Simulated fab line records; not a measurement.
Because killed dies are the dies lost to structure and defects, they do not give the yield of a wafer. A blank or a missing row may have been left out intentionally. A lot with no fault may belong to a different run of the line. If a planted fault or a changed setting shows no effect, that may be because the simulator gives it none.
Matching of chambers    flow nandHarc    rieDiel-09 running NHARC_P_CONTACT_ETCH_35: 4 sister chambers
The step etches the open film in CF4, target depth 39 nm, time 65 s. 8 wafers are shown with their chamber, then 12 later ones without.

== WAFERS PAIRED WITH THEIR CHAMBERS ==
wafer   chamber  showerheadPlenumPTorr (Torr)  drypumpMotorCurrentA (A)
L087.4  1        1.85                          4.9
L089.5  1        1.84                          4.9
L090.2  2        1.68                          5.4
L090.4  0        1.68                          6.3
L090.5  2        1.68                          5.4
L091.1  3        1.71                          6.0
L091.4  0        1.68                          6.4
L091.5  3        1.71                          5.9

== WAFERS WHOSE CHAMBER IS MISSING ==
wafer   showerheadPlenumPTorr (Torr)  drypumpMotorCurrentA (A)
L092.1  1.84                          4.9
L092.3  1.68                          6.4
L092.5  1.68                          6.3
L093.1  1.68                          6.3
L093.3  1.84                          4.9
L093.4  1.71                          6.0
L094.1  1.71                          6.0
L094.2  1.67                          5.5
L094.5  1.68                          6.4
L096.1  1.84                          4.9
L096.2  1.67                          5.5
L096.3  1.68                          6.3

== EACH ONE'S CHAMBER ==
wafer   from the rows above  in truth
L092.1  1                    1
L092.3  0                    0
L092.5  0                    0
L093.1  0                    0
L093.3  1                    1
L093.4  3                    3
L094.1  3                    3
L094.2  2                    2
L094.5  0                    0
L096.1  1                    1
L096.2  2                    2
L096.3  0                    0
12 of 12 placed correctly. Left unplaced by these rows: 0. Placed wrongly: 0.
How it was worked out, from the rows above alone: a wafer's distance from a chamber is the root of the sum, over the readings, of the square of ((its reading less the chamber's mean) divided by the reading's scatter). The wafer belongs to the nearest chamber; if the next one is less than 2 further off, it can't be placed. The mean given for a chamber averages the wafers shown for that chamber. The scatter is the square root of a quotient: the sum, over the shown wafers, of each reading's squared deviation from its chamber's mean, divided by wafers minus chambers.
